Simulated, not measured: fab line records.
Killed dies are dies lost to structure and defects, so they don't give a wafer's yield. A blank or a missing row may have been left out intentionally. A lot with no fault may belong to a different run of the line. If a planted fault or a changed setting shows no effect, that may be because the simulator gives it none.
Which tool is to blame? + flow n5-finfet + Sampling: 24 lots, 72 wafers, 6 of 1938 route steps

WHAT THE GAUGES READ, wafer by wafer
The record holds no reading of a measuring or inspecting step that can be judged against a usual standard deviation.

EACH LOT AND THE TOOL THAT RAN IT (in order: tool; ch and the chambers of the sampled wafers; start)
| lot  | N5_HKMG_FIN_ETCH_86               | N5_HKMG_FIN_STRIP_69                | N5_HKMG_FIN_ALD_72            | N5_HKMG_FIN_W_FILL_22         | N5_HKMG_FIN_CMP_94           | N5_GATE_CUT_ETCHBACK_30           |
|------|-----------------------------------|-------------------------------------|-------------------------------|-------------------------------|------------------------------|-----------------------------------|
| L074 | rie-diel-03 ch 1,2,3, day 4 05:49 | plasma-asher-01 ch 1, day 4 07:16   | cvd-w-01 ch 0,1, day 4 08:00  | cvd-w-01 ch 0,1, day 4 08:04  | cmp-02 ch 1,3, day 4 08:41   | rie-metal-03 ch 0,1, day 4 09:08  |
| L075 | rie-diel-06 ch 1,2,3, day 4 14:19 | plasma-asher-02 ch 0,1, day 4 15:50 | cvd-w-02 ch 0,1, day 4 16:35  | cvd-w-02 ch 0,1, day 4 16:39  | cmp-04 ch 0,1, day 4 17:16   | rie-metal-01 ch 0,1, day 4 17:43  |
| L076 | rie-diel-03 ch 1,3, day 4 18:44   | plasma-asher-01 ch 0,1, day 4 20:10 | cvd-w-01 ch 0,1, day 4 20:55  | cvd-w-01 ch 0,1, day 4 20:58  | cmp-04 ch 0,1, day 4 21:34   | rie-metal-02 ch 0,1, day 4 22:02  |
| L077 | rie-diel-06 ch 0,2,3, day 4 23:18 | plasma-asher-02 ch 0,1, day 5 00:51 | cvd-w-01 ch 0,1, day 5 01:29  | cvd-w-01 ch 0,1, day 5 01:32  | cmp-02 ch 0,1,3, day 5 02:13 | rie-metal-03 ch 0,1, day 5 02:37  |
| L078 | rie-diel-03 ch 0,1,3, day 5 05:24 | plasma-asher-01 ch 0,1, day 5 07:05 | cvd-w-01 ch 0,1, day 5 07:50  | cvd-w-01 ch 0,1, day 5 07:53  | cmp-03 ch 0,1, day 5 08:29   | rie-metal-02 ch 0,1, day 5 08:58  |
| L079 | rie-diel-05 ch 1,2, day 5 12:09   | plasma-asher-01 ch 0,1, day 5 13:50 | cvd-w-01 ch 0,1, day 5 14:29  | cvd-w-01 ch 0,1, day 5 14:32  | cmp-04 ch 0,1, day 5 15:21   | rie-metal-02 ch 0,1, day 5 15:49  |
| L080 | rie-diel-03 ch 0,1,2, day 5 20:05 | plasma-asher-02 ch 0,1, day 5 21:40 | cvd-w-01 ch 0,1, day 5 22:18  | cvd-w-01 ch 0,1, day 5 22:21  | cmp-04 ch 0,1,3, day 5 22:56 | rie-metal-01 ch 0,1, day 5 23:25  |
| L081 | rie-diel-03 ch 0,2,3, day 6 01:26 | plasma-asher-02 ch 0,1, day 6 02:52 | cvd-w-01 ch 0,1, day 6 03:37  | cvd-w-01 ch 0,1, day 6 03:41  | cmp-02 ch 0,1,3, day 6 04:22 | rie-metal-03 ch 0,1, day 6 04:44  |
| L082 | rie-diel-06 ch 0,3, day 6 05:24   | plasma-asher-02 ch 0,1, day 6 06:50 | cvd-w-01 ch 0, day 6 07:35    | cvd-w-01 ch 0, day 6 07:38    | cmp-03 ch 1,2,3, day 6 08:16 | rie-metal-03 ch 1, day 6 08:43    |
| L083 | rie-diel-05 ch 1,2,3, day 6 13:10 | plasma-asher-01 ch 0,1, day 6 14:36 | cvd-w-01 ch 0,1, day 6 15:43  | cvd-w-01 ch 0,1, day 6 15:46  | cmp-03 ch 1,2, day 6 16:34   | rie-metal-02 ch 0,1, day 6 17:00  |
| L084 | rie-diel-03 ch 0,1,2, day 6 17:19 | plasma-asher-01 ch 0,1, day 6 19:10 | cvd-w-01 ch 0,1, day 6 19:55  | cvd-w-01 ch 0,1, day 6 19:58  | cmp-04 ch 0,2,3, day 6 20:34 | rie-metal-03 ch 0,1, day 6 21:03  |
| L085 | rie-diel-05 ch 0,2,3, day 6 21:22 | plasma-asher-01 ch 0,1, day 6 22:47 | cvd-w-02 ch 0,1, day 6 23:32  | cvd-w-02 ch 0,1, day 6 23:36  | cmp-04 ch 0,2,3, day 7 00:11 | rie-metal-03 ch 0,1, day 7 00:40  |
| L086 | rie-diel-06 ch 0,1,3, day 7 06:35 | plasma-asher-01 ch 0,1, day 7 08:19 | cvd-w-01 ch 0,1, day 7 09:04  | cvd-w-01 ch 0,1, day 7 09:08  | cmp-02 ch 1,2,3, day 7 09:43 | rie-metal-03 ch 0,1, day 7 10:11  |
| L087 | rie-diel-05 ch 0,1,2, day 7 13:07 | plasma-asher-01 ch 0,1, day 7 14:34 | cvd-w-02 ch 0,1, day 7 15:19  | cvd-w-02 ch 0,1, day 7 15:23  | cmp-04 ch 0,1, day 7 15:59   | rie-metal-02 ch 0,1, day 7 16:26  |
| L088 | rie-diel-05 ch 0,2,3, day 7 15:58 | plasma-asher-01 ch 0,1, day 7 17:24 | cvd-w-02 ch 0,1, day 7 18:08  | cvd-w-02 ch 0,1, day 7 18:13  | cmp-04 ch 0,1,3, day 7 18:50 | rie-metal-03 ch 0,1, day 7 19:16  |
| L089 | rie-diel-05 ch 0,2,3, day 7 23:04 | plasma-asher-02 ch 0,1, day 8 00:32 | cvd-w-01 ch 0,1, day 8 01:17  | cvd-w-01 ch 0,1, day 8 01:21  | cmp-03 ch 0,1,3, day 8 01:58 | rie-metal-02 ch 0,1, day 8 02:25  |
| L090 | rie-diel-06 ch 1,3, day 8 08:26   | plasma-asher-01 ch 0,1, day 8 09:56 | cvd-w-01 ch 0,1, day 8 10:41  | cvd-w-01 ch 0,1, day 8 10:45  | cmp-04 ch 1,2, day 8 11:24   | rie-metal-02 ch 0,1, day 8 11:51  |
| L091 | rie-diel-05 ch 0,3, day 8 11:15   | plasma-asher-02 ch 0,1, day 8 13:17 | cvd-w-01 ch 0,1, day 8 14:02  | cvd-w-01 ch 0,1, day 8 14:05  | cmp-04 ch 0,2, day 8 14:43   | rie-metal-01 ch 0, day 8 15:11    |
| L092 | rie-diel-03 ch 0,2, day 8 16:25   | plasma-asher-01 ch 0,1, day 8 17:58 | cvd-w-01 ch 0,1, day 8 18:37  | cvd-w-01 ch 0,1, day 8 18:40  | cmp-03 ch 0,3, day 8 19:15   | rie-metal-01 ch 0,1, day 8 19:44  |
| L093 | rie-diel-03 ch 0,2,3, day 9 01:11 | plasma-asher-02 ch 0,1, day 9 02:37 | cvd-w-01 ch 0,1, day 9 03:22  | cvd-w-01 ch 0,1, day 9 03:26  | cmp-04 ch 0,3, day 9 04:03   | rie-metal-02 ch 0,1, day 9 04:30  |
| L094 | rie-diel-05 ch 0,1,3, day 9 09:01 | plasma-asher-01 ch 0,1, day 9 10:28 | cvd-w-02 ch 0,1, day 9 11:13  | cvd-w-02 ch 0,1, day 9 11:17  | cmp-02 ch 0,3, day 9 11:52   | rie-metal-03 ch 0,1, day 9 12:20  |
| L095 | rie-diel-06 ch 0,2, day 9 11:44   | plasma-asher-02 ch 1, day 9 13:19   | cvd-w-01 ch 0,1, day 9 14:04  | cvd-w-01 ch 0,1, day 9 14:07  | cmp-02 ch 1,2, day 9 14:43   | rie-metal-03 ch 0, day 9 15:11    |
| L096 | rie-diel-03 ch 1,2,3, day 9 17:03 | plasma-asher-01 ch 0,1, day 9 18:46 | cvd-w-01 ch 0,1, day 9 19:31  | cvd-w-01 ch 0,1, day 9 19:34  | cmp-02 ch 0,1,3, day 9 20:11 | rie-metal-01 ch 0, day 9 20:51    |
| L097 | rie-diel-05 ch 1,2, day 10 02:35  | plasma-asher-02 ch 0, day 10 04:25  | cvd-w-01 ch 0,1, day 10 05:11 | cvd-w-01 ch 0,1, day 10 05:14 | cmp-04 ch 1,2, day 10 05:52  | rie-metal-03 ch 0,1, day 10 06:18 |
- N5_HKMG_FIN_ETCH_86: etches SOC in N2/H2, stops on TiN, target depth 393.2 nm.
- N5_HKMG_FIN_STRIP_69: strips in N2/H2, time 360 s.
- N5_HKMG_FIN_ALD_72: deposits W, target thk 2 nm, pulse time 1 s, purge time 2 s.
- N5_HKMG_FIN_W_FILL_22: material W, target thk 60 nm, time 18.2 s.
- N5_HKMG_FIN_CMP_94: polishes, stops on SiNx, t overpolish 4.7 s, target thk 43.299 nm.
- N5_GATE_CUT_ETCHBACK_30: etches TiN in Cl2/Ar, target depth 3 nm.

AS READ BY THE TOOLS THEMSELVES (means over the sampled wafers that have a number; for cases with no such wafer, the mark the record gives instead)
N5_HKMG_FIN_ETCH_86. Usual: drypump-motor-current-A 5.50 A, standard deviation 0.22; oes-product-au 0.79 a.u., standard deviation 0.08; rf-fwd-power-W 844.5 W, standard deviation 3; rf-vpp-V 240.7 V, standard deviation 1.4; showerhead-plenum-p-Torr 2.54 Torr, standard deviation 0.085; throttle-valve-pct 17.77 %, standard deviation 0.23.
| lot  | tool        | drypump-motor-current-A (A) | oes-product-au (a.u.) | rf-fwd-power-W (W) | rf-vpp-V (V) | showerhead-plenum-p-Torr (Torr) | throttle-valve-pct (%) | flag |
|------|-------------|-----------------------------|-----------------------|--------------------|--------------|---------------------------------|------------------------|------|
| L074 | rie-diel-03 | 5.45                        | 0.89                  | 844.7              | 239.9        | 2.51                            | 17.67                  |      |
| L075 | rie-diel-06 | 5.49                        | 0.79                  | 845.4              | 240.9        | 2.56                            | 17.64                  |      |
| L076 | rie-diel-03 | 5.34                        | 0.92                  | 844.5              | 241.4        | 2.59                            | 17.73                  |      |
| L077 | rie-diel-06 | 5.37                        | 0.78                  | 843.2              | 239.9        | 2.51                            | 17.79                  |      |
| L078 | rie-diel-03 | 5.42                        | 0.86                  | 843.9              | 240.9        | 2.58                            | 17.66                  |      |
| L079 | rie-diel-05 | 5.66                        | 0.71                  | 843.5              | 241.4        | 2.59                            | 17.95                  |      |
| L080 | rie-diel-03 | 5.52                        | 0.81                  | 844.3              | 240.3        | 2.50                            | 17.62                  |      |
| L081 | rie-diel-03 | 5.45                        | 0.80                  | 843.4              | 239.9        | 2.50                            | 17.81                  |      |
| L082 | rie-diel-06 | 5.40                        | 0.78                  | 843.3              | 240.4        | 2.52                            | 17.93                  |      |
| L083 | rie-diel-05 | 5.70                        | 0.79                  | 846.4              | 241.1        | 2.58                            | 17.78                  |      |
| L084 | rie-diel-03 | 5.52                        | 0.80                  | 845.2              | 238.8        | 2.49                            | 17.63                  |      |
| L085 | rie-diel-05 | 5.54                        | 0.80                  | 845.5              | 241.8        | 2.59                            | 17.77                  |      |
| L086 | rie-diel-06 | 5.59                        | 0.78                  | 842.5              | 241.1        | 2.52                            | 17.79                  |      |
| L087 | rie-diel-05 | 5.53                        | 0.72                  | 845.1              | 242.1        | 2.59                            | 17.95                  |      |
| L088 | rie-diel-05 | 5.55                        | 0.80                  | 848.6              | 241.0        | 2.59                            | 17.77                  |      |
| L089 | rie-diel-05 | 5.53                        | 0.79                  | 845.7              | 241.1        | 2.58                            | 17.78                  |      |
| L090 | rie-diel-06 | 5.51                        | 0.79                  | 848.9              | 240.9        | 2.56                            | 17.81                  |      |
| L091 | rie-diel-05 | 5.45                        | 0.85                  | 846.0              | 241.4        | 2.61                            | 17.79                  |      |
| L092 | rie-diel-03 | 5.56                        | 0.74                  | 845.9              | 238.5        | 2.41                            | 17.79                  |      |
| L093 | rie-diel-03 | 5.46                        | 0.77                  | 841.2              | 240.1        | 2.49                            | 17.85                  |      |
| L094 | rie-diel-05 | 5.42                        | 0.86                  | 845.6              | 241.8        | 2.61                            | 17.84                  |      |
| L095 | rie-diel-06 | 5.48                        | 0.73                  | 840.4              | 238.8        | 2.45                            | 17.85                  |      |
| L096 | rie-diel-03 | 5.47                        | 0.81                  | 843.2              | 239.1        | 2.49                            | 17.75                  |      |
| L097 | rie-diel-05 | 5.66                        | 0.85                  | 845.3              | 241.0        | 2.57                            | 17.73                  |      |

N5_HKMG_FIN_STRIP_69. Usual: drypump-motor-current-A 5.7 A, standard deviation 0.67; heater-power-w 457 W, standard deviation 72.
| lot  | tool            | drypump-motor-current-A (A) | heater-power-w (W) | flag |
|------|-----------------|-----------------------------|--------------------|------|
| L074 | plasma-asher-01 | 4.7                         | 480                |      |
| L075 | plasma-asher-02 | 6.2                         | 453                |      |
| L076 | plasma-asher-01 | 5.4                         | 424                |      |
| L077 | plasma-asher-02 | 6.4                         | 513                |      |
| L078 | plasma-asher-01 | 5.4                         | 424                |      |
| L079 | plasma-asher-01 | 5.1                         | 447                |      |
| L080 | plasma-asher-02 | 6.4                         | 509                |      |
| L081 | plasma-asher-02 | 6.4                         | 517                |      |
| L082 | plasma-asher-02 | 6.4                         | 517                |      |
| L083 | plasma-asher-01 | 5.1                         | 448                |      |
| L084 | plasma-asher-01 | 5.1                         | 455                |      |
| L085 | plasma-asher-01 | 5.1                         | 455                |      |
| L086 | plasma-asher-01 | 5.4                         | 424                |      |
| L087 | plasma-asher-01 | 5.1                         | 454                |      |
| L088 | plasma-asher-01 | 5.4                         | 428                |      |
| L089 | plasma-asher-02 | 6.2                         | 450                |      |
| L090 | plasma-asher-01 | 5.4                         | 419                |      |
| L091 | plasma-asher-02 | 6.4                         | 517                |      |
| L092 | plasma-asher-01 | 5.1                         | 451                |      |
| L093 | plasma-asher-02 | 6.2                         | 451                |      |
| L094 | plasma-asher-01 | 5.4                         | 427                |      |
| L095 | plasma-asher-02 | 6.5                         | 580                |      |
| L096 | plasma-asher-01 | 5.4                         | 425                |      |
| L097 | plasma-asher-02 | 6.1                         | 388                |      |

N5_HKMG_FIN_ALD_72. Usual: chamber-pressure-Torr 7.498 Torr, standard deviation 0.015; heater-power-w 466 W, standard deviation 71; precursor-pulse-height-rel 0.998, standard deviation 0.02.
| lot  | tool     | chamber-pressure-Torr (Torr) | heater-power-w (W) | precursor-pulse-height-rel | flag |
|------|----------|------------------------------|--------------------|----------------------------|------|
| L074 | cvd-w-01 | 7.487                        | 424                | 0.985                      |      |
| L075 | cvd-w-02 | 7.492                        | 499                | 0.995                      |      |
| L076 | cvd-w-01 | 7.493                        | 434                | 0.988                      |      |
| L077 | cvd-w-01 | 7.483                        | 434                | 1.001                      |      |
| L078 | cvd-w-01 | 7.497                        | 427                | 0.985                      |      |
| L079 | cvd-w-01 | 7.479                        | 426                | 0.988                      |      |
| L080 | cvd-w-01 | 7.500                        | 476                | 0.995                      |      |
| L081 | cvd-w-01 | 7.492                        | 469                | 0.994                      |      |
| L082 | cvd-w-01 | 7.492                        | 381                | 0.978                      |      |
| L083 | cvd-w-01 | 7.487                        | 478                | 1.005                      |      |
| L084 | cvd-w-01 | 7.509                        | 427                | 1.002                      |      |
| L085 | cvd-w-02 | 7.505                        | 508                | 1.004                      |      |
| L086 | cvd-w-01 | 7.490                        | 476                | 1.000                      |      |
| L087 | cvd-w-02 | 7.507                        | 537                | 0.996                      |      |
| L088 | cvd-w-02 | 7.486                        | 537                | 0.975                      |      |
| L089 | cvd-w-01 | 7.509                        | 479                | 0.999                      |      |
| L090 | cvd-w-01 | 7.504                        | 470                | 1.003                      |      |
| L091 | cvd-w-01 | 7.492                        | 475                | 1.014                      |      |
| L092 | cvd-w-01 | 7.499                        | 476                | 0.987                      |      |
| L093 | cvd-w-01 | 7.504                        | 472                | 0.982                      |      |
| L094 | cvd-w-02 | 7.511                        | 532                | 0.989                      |      |
| L095 | cvd-w-01 | 7.497                        | 478                | 0.991                      |      |
| L096 | cvd-w-01 | 7.488                        | 430                | 1.006                      |      |
| L097 | cvd-w-01 | 7.521                        | 430                | 1.001                      |      |

N5_HKMG_FIN_W_FILL_22. Usual: chamber-pressure-Torr 39.40 Torr, standard deviation 0.092; heater-power-w 829 W, standard deviation 130; throttle-valve-pct 19.8 %, standard deviation 0.37.
| lot  | tool     | chamber-pressure-Torr (Torr) | heater-power-w (W) | throttle-valve-pct (%) | flag |
|------|----------|------------------------------|--------------------|------------------------|------|
| L074 | cvd-w-01 | 39.51                        | 767                | 19.5                   |      |
| L075 | cvd-w-02 | 39.40                        | 885                | 19.6                   |      |
| L076 | cvd-w-01 | 39.47                        | 760                | 19.7                   |      |
| L077 | cvd-w-01 | 39.42                        | 764                | 19.7                   |      |
| L078 | cvd-w-01 | 39.34                        | 757                | 19.7                   |      |
| L079 | cvd-w-01 | 39.39                        | 756                | 19.6                   |      |
| L080 | cvd-w-01 | 39.50                        | 847                | 19.6                   |      |
| L081 | cvd-w-01 | 39.35                        | 836                | 19.6                   |      |
| L082 | cvd-w-01 | 39.25                        | 688                | 20.0                   |      |
| L083 | cvd-w-01 | 39.35                        | 856                | 19.5                   |      |
| L084 | cvd-w-01 | 39.41                        | 759                | 19.9                   |      |
| L085 | cvd-w-02 | 39.36                        | 904                | 19.9                   |      |
| L086 | cvd-w-01 | 39.45                        | 862                | 19.7                   |      |
| L087 | cvd-w-02 | 39.44                        | 946                | 20.1                   |      |
| L088 | cvd-w-02 | 39.33                        | 948                | 20.0                   |      |
| L089 | cvd-w-01 | 39.32                        | 858                | 19.6                   |      |
| L090 | cvd-w-01 | 39.42                        | 841                | 19.6                   |      |
| L091 | cvd-w-01 | 39.39                        | 843                | 19.8                   |      |
| L092 | cvd-w-01 | 39.32                        | 846                | 19.7                   |      |
| L093 | cvd-w-01 | 39.40                        | 847                | 19.7                   |      |
| L094 | cvd-w-02 | 39.47                        | 961                | 20.2                   |      |
| L095 | cvd-w-01 | 39.42                        | 860                | 19.8                   |      |
| L096 | cvd-w-01 | 39.44                        | 761                | 20.2                   |      |
| L097 | cvd-w-01 | 39.38                        | 761                | 20.1                   |      |

N5_HKMG_FIN_CMP_94. Usual: head-pressure-psi 3.999 psi, standard deviation 0.0085; motor-current-A 12.0 A, standard deviation 0.91.
| lot  | tool   | head-pressure-psi (psi) | motor-current-A (A) | flag |
|------|--------|-------------------------|---------------------|------|
| L074 | cmp-02 | 4.003                   | 11.8                |      |
| L075 | cmp-04 | 3.997                   | 11.6                |      |
| L076 | cmp-04 | 4.001                   | 11.8                |      |
| L077 | cmp-02 | 3.984                   | 11.4                |      |
| L078 | cmp-03 | 3.992                   | 12.4                |      |
| L079 | cmp-04 | 3.991                   | 12.0                |      |
| L080 | cmp-04 | 3.996                   | 12.8                |      |
| L081 | cmp-02 | 4.004                   | 11.7                |      |
| L082 | cmp-03 | 3.998                   | 11.1                |      |
| L083 | cmp-03 | 3.992                   | 11.8                |      |
| L084 | cmp-04 | 3.997                   | 12.6                |      |
| L085 | cmp-04 | 4.002                   | 12.6                |      |
| L086 | cmp-02 | 3.995                   | 11.2                |      |
| L087 | cmp-04 | 4.004                   | 12.0                |      |
| L088 | cmp-04 | 3.998                   | 12.6                |      |
| L089 | cmp-03 | 3.997                   | 12.0                |      |
| L090 | cmp-04 | 4.003                   | 12.3                |      |
| L091 | cmp-04 | 4.006                   | 12.1                |      |
| L092 | cmp-03 | 4.008                   | 12.5                |      |
| L093 | cmp-04 | 3.989                   | 13.1                |      |
| L094 | cmp-02 | 4.002                   | 11.3                |      |
| L095 | cmp-02 | 3.996                   | 11.5                |      |
| L096 | cmp-02 | 4.006                   | 11.7                |      |
| L097 | cmp-04 | 4.006                   | 12.1                |      |

N5_GATE_CUT_ETCHBACK_30. Usual: drypump-motor-current-A 5.5 A, standard deviation 0.44; oes-product-au 0.74 a.u., standard deviation 0.1; rf-fwd-power-W 588 W, standard deviation 3.3; throttle-valve-pct 20.78 %, standard deviation 0.13.
| lot  | tool         | drypump-motor-current-A (A) | oes-product-au (a.u.) | rf-fwd-power-W (W) | throttle-valve-pct (%) | flag |
|------|--------------|-----------------------------|-----------------------|--------------------|------------------------|------|
| L074 | rie-metal-03 | 5.6                         | 0.78                  | 589                | 20.85                  |      |
| L075 | rie-metal-01 | 5.0                         | 0.70                  | 586                | 20.85                  |      |
| L076 | rie-metal-02 | 5.7                         | 0.80                  | 588                | 20.70                  |      |
| L077 | rie-metal-03 | 5.6                         | 0.77                  | 588                | 20.85                  |      |
| L078 | rie-metal-02 | 5.7                         | 0.80                  | 590                | 20.70                  |      |
| L079 | rie-metal-02 | 5.4                         | 0.73                  | 588                | 20.65                  |      |
| L080 | rie-metal-01 | 5.0                         | 0.78                  | 587                | 20.76                  |      |
| L081 | rie-metal-03 | 5.6                         | 0.75                  | 588                | 20.87                  |      |
| L082 | rie-metal-03 | 5.4                         | 0.82                  | 580                | 20.92                  |      |
| L083 | rie-metal-02 | 5.7                         | 0.79                  | 587                | 20.71                  |      |
| L084 | rie-metal-03 | 5.8                         | 0.69                  | 592                | 20.84                  |      |
| L085 | rie-metal-03 | 5.7                         | 0.69                  | 588                | 20.84                  |      |
| L086 | rie-metal-03 | 5.7                         | 0.69                  | 588                | 20.83                  |      |
| L087 | rie-metal-02 | 5.4                         | 0.72                  | 586                | 20.65                  |      |
| L088 | rie-metal-03 | 5.8                         | 0.69                  | 590                | 20.85                  |      |
| L089 | rie-metal-02 | 5.4                         | 0.72                  | 587                | 20.64                  |      |
| L090 | rie-metal-02 | 5.3                         | 0.72                  | 586                | 20.65                  |      |
| L091 | rie-metal-01 | 5.0                         | 0.83                  | 590                | 20.68                  |      |
| L092 | rie-metal-01 | 5.0                         | 0.68                  | 587                | 20.88                  |      |
| L093 | rie-metal-02 | 5.7                         | 0.78                  | 589                | 20.72                  |      |
| L094 | rie-metal-03 | 5.6                         | 0.74                  | 588                | 20.89                  |      |
| L095 | rie-metal-03 | 6.0                         | 0.62                  | 591                | 20.82                  |      |
| L096 | rie-metal-01 | 5.0                         | 0.82                  | 590                | 20.69                  |      |
| L097 | rie-metal-03 | 5.8                         | 0.68                  | 590                | 20.86                  |      |

THE ANSWER, worked out from the rows above alone
Rule: a lot counts as off when the mean over its wafers that have a number is more than 3 standard deviations away from the usual mean. A lot without any number at a reading at which 4 lots or more have one is off too. All remaining lots with rows at the step are treated as sound. The gauges are gone through in route order, then the tools' own readings, and for those a lot's mean is taken as printed above. The first step at which some lot is off is used, and at that step the reading that is off furthest; a lot without a number counts as furthest.
Nothing can be told from this: no lot is off at any reading shown.

WHAT WAS PUT IN BY THE SIMULATOR
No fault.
